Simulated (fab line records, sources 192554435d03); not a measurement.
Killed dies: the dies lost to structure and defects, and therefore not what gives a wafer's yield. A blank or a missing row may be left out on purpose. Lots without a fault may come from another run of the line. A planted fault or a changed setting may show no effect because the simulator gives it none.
Which tool is to blame? :: flow n5 finfet :: Sampling: 9 lots, 25 wafers, 7 of 1938 route steps

== WHAT EACH GAUGE READ, for each wafer ==
N5_FIN_SAQP_CD_MEAS_16: the cd target is 35.6 nm.
lot: L324
measured: day 3 09:41
on: cd sem-02
cd nm (nm): 36.5 35.6 36.0

lot: L326
measured: day 3 22:42
on: cd sem-03
cd nm (nm): 35.4 35.7

lot: L327
measured: day 4 04:17
on: cd sem-01
cd nm (nm): 35.2 35.7 35.0

lot: L329
measured: day 4 16:38
on: cd sem-03
cd nm (nm): 36.2 35.8 35.4

lot: L330
measured: day 5 00:26
on: cd sem-03
cd nm (nm): 35.8 36.1 35.3

lot: L335
measured: day 6 05:25
on: cd sem-03
cd nm (nm): 34.9 35.7 35.8

lot: L339
measured: day 7 03:59
on: cd sem-03
cd nm (nm): 36.3 36.1 35.7

lot: L340
measured: day 7 10:48
on: cd sem-03
cd nm (nm): 36.6 36.4 36.1

lot: L341
measured: day 7 16:07
on: cd sem-02
cd nm (nm): 35.8 36.1

N5_FIN_SAQP_CD_MEAS_31: the cd target is 8 nm.
lot: L324
measured: day 3 13:41
on: cd sem-01
cd nm (nm): 7.87 8.47 8.15

lot: L326
measured: day 4 02:34
on: cd sem-03
cd nm (nm): 8.34 8.35

lot: L327
measured: day 4 08:28
on: cd sem-01
cd nm (nm): 8.07 8.14 8.40

lot: L329
measured: day 4 20:18
on: cd sem-02
cd nm (nm): - - -

lot: L330
measured: day 5 09:47
on: cd sem-03
cd nm (nm): - - -

lot: L335
measured: day 6 09:52
on: cd sem-03
cd nm (nm): 8.13 8.60 7.79

lot: L339
measured: day 7 09:56
on: cd sem-02
cd nm (nm): 8.11 8.33 8.05

lot: L340
measured: day 7 15:02
on: cd sem-02
cd nm (nm): 8.13 7.70 8.32

lot: L341
measured: day 7 20:25
on: cd sem-03
cd nm (nm): 7.94 7.95

N5_BEOL_M4_RC_MEAS_101.
lot: L324
measured: day 9 06:20
on: prober-01
DIBL_N (mV/V): 35.2 38.6 39.4
DIBL_P (mV/V): 34.9 38.4 39.8
IOFF_N (nA/um): 0.13 0.20 0.21
IOFF_P (nA/um): 0.19 0.26 0.27
ION_N (uA/um): 657 673 680
ION_P (uA/um): 453 462 467
SS_N (mV/dec): 71.6 71.9 71.9
SS_P (mV/dec): 72.6 73.9 73.5
VT_N (mV): 254 250 245
VT_P (mV): -252.9 -246.8 -245.6

lot: L326
measured: day 10 02:35
on: prober-02
DIBL_N (mV/V): 34.7 37.2
DIBL_P (mV/V): 36.2 38.4
IOFF_N (nA/um): 0.14 0.19
IOFF_P (nA/um): 0.21 0.25
ION_N (uA/um): 661 668
ION_P (uA/um): 459 466
SS_N (mV/dec): 71.6 72.7
SS_P (mV/dec): 73.8 74.6
VT_N (mV): 252 249
VT_P (mV): -247.3 -244.8

lot: L327
measured: day 10 08:43
on: prober-01
DIBL_N (mV/V): 43.2 38.0 35.8
DIBL_P (mV/V): 41.7 35.4 34.8
IOFF_N (nA/um): 0.28 0.17 0.14
IOFF_P (nA/um): 0.34 0.21 0.21
ION_N (uA/um): 689 659 682
ION_P (uA/um): 465 447 467
SS_N (mV/dec): 73.0 71.8 70.4
SS_P (mV/dec): 75.6 73.8 73.4
VT_N (mV): 243 251 250
VT_P (mV): -247.7 -252.2 -249.3

lot: L335
measured: day 12 03:23
on: prober-01
DIBL_N (mV/V): 39.1 35.9 40.5
DIBL_P (mV/V): 39.0 36.4 42.4
IOFF_N (nA/um): 0.23 0.16 0.25
IOFF_P (nA/um): 0.26 0.21 0.31
ION_N (uA/um): 689 673 701
ION_P (uA/um): 473 457 476
SS_N (mV/dec): 72.1 71.3 72.7
SS_P (mV/dec): 73.4 73.0 74.5
VT_N (mV): 244 250 246
VT_P (mV): -245.7 -250.8 -247.9

lot: L339
measured: day 13 11:34
on: prober-01
DIBL_N (mV/V): 35.2 33.2 35.0
DIBL_P (mV/V): 35.2 32.6 34.3
IOFF_N (nA/um): 0.16 0.13 0.17
IOFF_P (nA/um): 0.24 0.19 0.21
ION_N (uA/um): 658 666 649
ION_P (uA/um): 459 464 453
SS_N (mV/dec): 71.6 71.5 72.1
SS_P (mV/dec): 73.2 72.3 72.9
VT_N (mV): 249 252 250
VT_P (mV): -246.8 -248.8 -248.8

lot: L340
measured: day 13 14:06
on: prober-02
DIBL_N (mV/V): 37.3 33.3 37.4
DIBL_P (mV/V): 35.9 32.1 37.0
IOFF_N (nA/um): 0.17 0.11 0.19
IOFF_P (nA/um): 0.21 0.15 0.23
ION_N (uA/um): 681 664 700
ION_P (uA/um): 462 455 474
SS_N (mV/dec): 72.1 70.4 71.9
SS_P (mV/dec): 73.4 72.4 73.5
VT_N (mV): 248 254 245
VT_P (mV): -250.6 -254.1 -250.7

lot: L341
measured: day 13 14:38
on: prober-01
DIBL_N (mV/V): 34.0 39.7
DIBL_P (mV/V): 35.0 42.6
IOFF_N (nA/um): 0.15 0.27
IOFF_P (nA/um): 0.20 0.35
ION_N (uA/um): 686 712
ION_P (uA/um): 473 485
SS_N (mV/dec): 71.6 73.2
SS_P (mV/dec): 73.2 75.6
VT_N (mV): 247 242
VT_P (mV): -249.2 -245.4

== WHAT TOOL EACH LOT RAN ON (gives the tool, then ch and the chambers of the sampled wafers, and finally the start) ==
lot: L324
N5_FIN_SAQP_DENSIFY_62: rtp anneal-01 ch 0, day 3 08:43
N5_FIN_SAQP_HM_DEP_72: pecvd-01 ch 1,2, day 3 09:14
N5_FIN_SAQP_ETCH_57: rie diel-03 ch 0,1,3, day 3 12:07
N5_FIN_SAQP_MANDREL_ETCH_58: rie si-03 ch 1,2,3, day 3 12:16

lot: L326
N5_FIN_SAQP_DENSIFY_62: rtp anneal-02 ch 0, day 3 21:44
N5_FIN_SAQP_HM_DEP_72: pecvd-01 ch 0,1, day 3 22:15
N5_FIN_SAQP_ETCH_57: rie diel-03 ch 0,1, day 4 01:04
N5_FIN_SAQP_MANDREL_ETCH_58: rie si-03 ch 2,3, day 4 01:12

lot: L327
N5_FIN_SAQP_DENSIFY_62: rtp anneal-01 ch 0, day 4 03:17
N5_FIN_SAQP_HM_DEP_72: pecvd-04 ch 0,2, day 4 03:50
N5_FIN_SAQP_ETCH_57: rie diel-05 ch 0,2, day 4 06:41
N5_FIN_SAQP_MANDREL_ETCH_58: rie si-01 ch 0,2, day 4 06:50

lot: L329
N5_FIN_SAQP_DENSIFY_62: rtp anneal-01 ch 0, day 4 15:40
N5_FIN_SAQP_HM_DEP_72: pecvd-04 ch 1,2, day 4 16:11
N5_FIN_SAQP_ETCH_57: rie diel-06 ch 0,1, day 4 18:48
N5_FIN_SAQP_MANDREL_ETCH_58: rie si-05 ch 0,1, day 4 18:56

lot: L330
N5_FIN_SAQP_DENSIFY_62: rtp anneal-02 ch 0, day 4 23:28
N5_FIN_SAQP_HM_DEP_72: pecvd-02 ch 0,1,2, day 4 23:59
N5_FIN_SAQP_ETCH_57: rie diel-05 ch 1,3, day 5 06:17
N5_FIN_SAQP_MANDREL_ETCH_58: rie si-03 ch 1,2, day 5 06:25

lot: L335
N5_FIN_SAQP_DENSIFY_62: rtp anneal-02 ch 0, day 6 04:33
N5_FIN_SAQP_HM_DEP_72: pecvd-04 ch 1,2, day 6 05:06
N5_FIN_SAQP_ETCH_57: rie diel-05 ch 0,1, day 6 07:58
N5_FIN_SAQP_MANDREL_ETCH_58: rie si-03 ch 0,2,3, day 6 08:07

lot: L339
N5_FIN_SAQP_DENSIFY_62: rtp anneal-02 ch 0, day 7 02:56
N5_FIN_SAQP_HM_DEP_72: pecvd-04 ch 1,2, day 7 03:32
N5_FIN_SAQP_ETCH_57: rie diel-06 ch 0,1, day 7 07:13
N5_FIN_SAQP_MANDREL_ETCH_58: rie si-01 ch 0,2,3, day 7 07:21

lot: L340
N5_FIN_SAQP_DENSIFY_62: rtp anneal-02 ch 0, day 7 09:55
N5_FIN_SAQP_HM_DEP_72: pecvd-02 ch 1,2, day 7 10:29
N5_FIN_SAQP_ETCH_57: rie diel-03 ch 1,2,3, day 7 13:22
N5_FIN_SAQP_MANDREL_ETCH_58: rie si-01 ch 0,1,3, day 7 13:31

lot: L341
N5_FIN_SAQP_DENSIFY_62: rtp anneal-02 ch 0, day 7 15:11
N5_FIN_SAQP_HM_DEP_72: pecvd-01 ch 0,2, day 7 15:40
N5_FIN_SAQP_ETCH_57: rie diel-06 ch 2,3, day 7 18:49
N5_FIN_SAQP_MANDREL_ETCH_58: rie si-01 ch 1,3, day 7 18:57
- N5_FIN_SAQP_DENSIFY_62: time 60 s.
- N5_FIN_SAQP_HM_DEP_72: deposits SiO2 from SiH4/N2O, target thk 12 nm, time 7.2 s.
- N5_FIN_SAQP_ETCH_57: etches SiNx in CH3F/O2, target depth 32.5 nm, time 46.4 s.
- N5_FIN_SAQP_MANDREL_ETCH_58: etches a-Si in HBr/Cl2, stops on SiNx, target depth 45 nm, bt time 10 s, time 27 s.

== AS READ BY THE TOOLS THEMSELVES (means over the sampled wafers that have a number; for cases with no such wafer, the mark the record gives instead) ==
N5_FIN_SAQP_DENSIFY_62.
lot: L324
tool: rtp anneal-01
lamp power pct (%): 9.80
wafer_temp_C_max: 703.0

lot: L326
tool: rtp anneal-02
lamp power pct (%): 9.83
wafer_temp_C_max: 703.5

lot: L327
tool: rtp anneal-01
lamp power pct (%): 9.82
wafer_temp_C_max: 702.7

lot: L329
tool: rtp anneal-01
lamp power pct (%): 9.83
wafer_temp_C_max: 702.8

lot: L330
tool: rtp anneal-02
lamp power pct (%): 9.84
wafer_temp_C_max: 703.2

lot: L335
tool: rtp anneal-02
lamp power pct (%): 9.84
wafer_temp_C_max: 703.1

lot: L339
tool: rtp anneal-02
lamp power pct (%): 9.88
wafer_temp_C_max: 703.8

lot: L340
tool: rtp anneal-02
lamp power pct (%): 9.81
wafer_temp_C_max: 702.8

lot: L341
tool: rtp anneal-02
lamp power pct (%): 9.86
wafer_temp_C_max: 704.0

N5_FIN_SAQP_HM_DEP_72.
lot: L324
tool: pecvd-01
chamber pressure Torr (Torr): 0.7498
heater power w (W): 716
showerhead plenum p Torr (Torr): 8.25
showerhead vpp V (V): 993

lot: L326
tool: pecvd-01
chamber pressure Torr (Torr): 0.7495
heater power w (W): 757
showerhead plenum p Torr (Torr): 8.14
showerhead vpp V (V): 969

lot: L327
tool: pecvd-04
chamber pressure Torr (Torr): 0.7502
heater power w (W): 820
showerhead plenum p Torr (Torr): 8.06
showerhead vpp V (V): 944

lot: L329
tool: pecvd-04
chamber pressure Torr (Torr): 0.7503
heater power w (W): 694
showerhead plenum p Torr (Torr): 7.87
showerhead vpp V (V): 963

lot: L330
tool: pecvd-02
chamber pressure Torr (Torr): 0.7490
heater power w (W): 773
showerhead plenum p Torr (Torr): 8.29
showerhead vpp V (V): 1082

lot: L335
tool: pecvd-04
chamber pressure Torr (Torr): 0.7502
heater power w (W): 667
showerhead plenum p Torr (Torr): 7.88
showerhead vpp V (V): 974

lot: L339
tool: pecvd-04
chamber pressure Torr (Torr): 0.7498
heater power w (W): 770
showerhead plenum p Torr (Torr): 7.88
showerhead vpp V (V): 968

lot: L340
tool: pecvd-02
chamber pressure Torr (Torr): 0.7492
heater power w (W): 669
showerhead plenum p Torr (Torr): 8.22
showerhead vpp V (V): 1101

lot: L341
tool: pecvd-01
chamber pressure Torr (Torr): 0.7493
heater power w (W): 728
showerhead plenum p Torr (Torr): 8.27
showerhead vpp V (V): 959

N5_FIN_SAQP_ETCH_57.
lot: L324
tool: rie diel-03
CH3F_flow_sccm (sccm): 30.01
O2_flow_sccm (sccm): 19.99
chamber pressure mTorr (mTorr): 29.997
drypump motor current A (A): 5.9
etch rf on time s (s): 47.0
oes_ar_750_au (a.u.): 0.69
oes_f_703_au (a.u.): 0.68
oes product au (a.u.): 0.60
rf vpp V (V): 301
showerhead plenum p Torr (Torr): 2.00
throttle valve pct (%): 16.60

lot: L326
tool: rie diel-03
CH3F_flow_sccm (sccm): 29.93
O2_flow_sccm (sccm): 20.06
chamber pressure mTorr (mTorr): 30.021
drypump motor current A (A): 6.1
etch rf on time s (s): 47.2
oes_ar_750_au (a.u.): 0.68
oes_f_703_au (a.u.): 0.67
oes product au (a.u.): 0.58
rf vpp V (V): 300
showerhead plenum p Torr (Torr): 1.98
throttle valve pct (%): 16.69

lot: L327
tool: rie diel-05
CH3F_flow_sccm (sccm): 29.97
O2_flow_sccm (sccm): 20.05
chamber pressure mTorr (mTorr): 29.988
drypump motor current A (A): 5.5
etch rf on time s (s): 44.8
oes_ar_750_au (a.u.): 0.89
oes_f_703_au (a.u.): 0.91
oes product au (a.u.): 0.77
rf vpp V (V): 290
showerhead plenum p Torr (Torr): 1.96
throttle valve pct (%): 16.36

lot: L329
tool: rie diel-06
CH3F_flow_sccm (sccm): -
O2_flow_sccm (sccm): -
chamber pressure mTorr (mTorr): -
drypump motor current A (A): -
etch rf on time s (s): -
oes_ar_750_au (a.u.): -
oes_f_703_au (a.u.): -
oes product au (a.u.): -
rf vpp V (V): -
showerhead plenum p Torr (Torr): -
throttle valve pct (%): -

lot: L330
tool: rie diel-05
CH3F_flow_sccm (sccm): -
O2_flow_sccm (sccm): -
chamber pressure mTorr (mTorr): -
drypump motor current A (A): -
etch rf on time s (s): -
oes_ar_750_au (a.u.): -
oes_f_703_au (a.u.): -
oes product au (a.u.): -
rf vpp V (V): -
showerhead plenum p Torr (Torr): -
throttle valve pct (%): -

lot: L335
tool: rie diel-05
CH3F_flow_sccm (sccm): 29.97
O2_flow_sccm (sccm): 19.97
chamber pressure mTorr (mTorr): 30.010
drypump motor current A (A): 5.6
etch rf on time s (s): 45.8
oes_ar_750_au (a.u.): 0.90
oes_f_703_au (a.u.): 0.89
oes product au (a.u.): 0.77
rf vpp V (V): 298
showerhead plenum p Torr (Torr): 1.99
throttle valve pct (%): 16.27

lot: L339
tool: rie diel-06
CH3F_flow_sccm (sccm): 29.95
O2_flow_sccm (sccm): 20.03
chamber pressure mTorr (mTorr): 30.000
drypump motor current A (A): 5.7
etch rf on time s (s): 46.7
oes_ar_750_au (a.u.): 0.76
oes_f_703_au (a.u.): 0.77
oes product au (a.u.): 0.64
rf vpp V (V): 292
showerhead plenum p Torr (Torr): 2.01
throttle valve pct (%): 16.50

lot: L340
tool: rie diel-03
CH3F_flow_sccm (sccm): 29.94
O2_flow_sccm (sccm): 20.05
chamber pressure mTorr (mTorr): 29.968
drypump motor current A (A): 5.7
etch rf on time s (s): 45.3
oes_ar_750_au (a.u.): 0.85
oes_f_703_au (a.u.): 0.84
oes product au (a.u.): 0.74
rf vpp V (V): 303
showerhead plenum p Torr (Torr): 2.01
throttle valve pct (%): 16.22

lot: L341
tool: rie diel-06
CH3F_flow_sccm (sccm): 30.03
O2_flow_sccm (sccm): 19.98
chamber pressure mTorr (mTorr): 29.986
drypump motor current A (A): 4.8
etch rf on time s (s): 47.0
oes_ar_750_au (a.u.): 0.69
oes_f_703_au (a.u.): 0.69
oes product au (a.u.): 0.58
rf vpp V (V): 292
showerhead plenum p Torr (Torr): 2.02
throttle valve pct (%): 16.67

N5_FIN_SAQP_MANDREL_ETCH_58.
lot: L324
tool: rie si-03
HBr_flow_sccm (sccm): 150.1
bias w (W): 74.96
chamber pressure mTorr (mTorr): 9.998
drypump motor current A (A): 6.0
oes product au (a.u.): 0.700
throttle valve pct (%): 35.4

lot: L326
tool: rie si-03
HBr_flow_sccm (sccm): 149.6
bias w (W): 75.06
chamber pressure mTorr (mTorr): 10.003
drypump motor current A (A): 5.8
oes product au (a.u.): 0.712
throttle valve pct (%): 35.3

lot: L327
tool: rie si-01
HBr_flow_sccm (sccm): 150.0
bias w (W): 75.19
chamber pressure mTorr (mTorr): 10.007
drypump motor current A (A): 5.7
oes product au (a.u.): 0.692
throttle valve pct (%): 35.7

lot: L329
tool: rie si-05
HBr_flow_sccm (sccm): 150.0
bias w (W): 75.10
chamber pressure mTorr (mTorr): 9.993
drypump motor current A (A): 6.3
oes product au (a.u.): 0.317
throttle valve pct (%): 36.5

lot: L330
tool: rie si-03
HBr_flow_sccm (sccm): 150.1
bias w (W): 74.84
chamber pressure mTorr (mTorr): 10.003
drypump motor current A (A): 6.2
oes product au (a.u.): 0.316
throttle valve pct (%): 36.4

lot: L335
tool: rie si-03
HBr_flow_sccm (sccm): 149.3
bias w (W): 74.99
chamber pressure mTorr (mTorr): 9.998
drypump motor current A (A): 5.5
oes product au (a.u.): 0.692
throttle valve pct (%): 35.5

lot: L339
tool: rie si-01
HBr_flow_sccm (sccm): 150.3
bias w (W): 74.80
chamber pressure mTorr (mTorr): 10.003
drypump motor current A (A): 5.7
oes product au (a.u.): 0.698
throttle valve pct (%): 35.8

lot: L340
tool: rie si-01
HBr_flow_sccm (sccm): 150.0
bias w (W): 74.93
chamber pressure mTorr (mTorr): 9.995
drypump motor current A (A): 5.5
oes product au (a.u.): 0.692
throttle valve pct (%): 35.5

lot: L341
tool: rie si-01
HBr_flow_sccm (sccm): 149.8
bias w (W): 75.04
chamber pressure mTorr (mTorr): 9.998
drypump motor current A (A): 5.3
oes product au (a.u.): 0.695
throttle valve pct (%): 35.4

== THE ANSWER, worked out from the rows above alone ==
Rule: what is usual is taken from the lots themselves. Put in order of their means at a reading, lots are off if they are a third of the lots or fewer, leave a main group of 4 or more, and stand apart from it by a gap of 3 or more times the standard deviation of the main group's means; of several such gaps the widest counts. The tables above print the reading to a certain number of digits; a main group whose means all agree to those digits is not used. Also off: a lot with no number at a reading for which 4 or more lots have one. Any other lot the step has rows for is counted as sound. First the gauges in route order, then the tools' own readings, where a lot's mean is used as printed above. The first step at which some lot is off is used, and at that step the reading that is off furthest; a lot without a number counts as furthest.
Off at N5_FIN_SAQP_CD_MEAS_31 (cd nm): L329, L330. Without a number there: L329, L330. Main group: mean 8.15 nm, sd 0.12.
A tool fits if, at a process step before that reading, it ran every lot that is off, and no sound lot after the first of them. Not tried: the gauges at N5_FIN_SAQP_CD_MEAS_31; whatever is off there is also off at N5_FIN_SAQP_ETCH_57, on other tools, and gauge error can't account for it. Not one of the candidates tried fits.

== WHAT THE SIMULATOR HAD INSERTED ==
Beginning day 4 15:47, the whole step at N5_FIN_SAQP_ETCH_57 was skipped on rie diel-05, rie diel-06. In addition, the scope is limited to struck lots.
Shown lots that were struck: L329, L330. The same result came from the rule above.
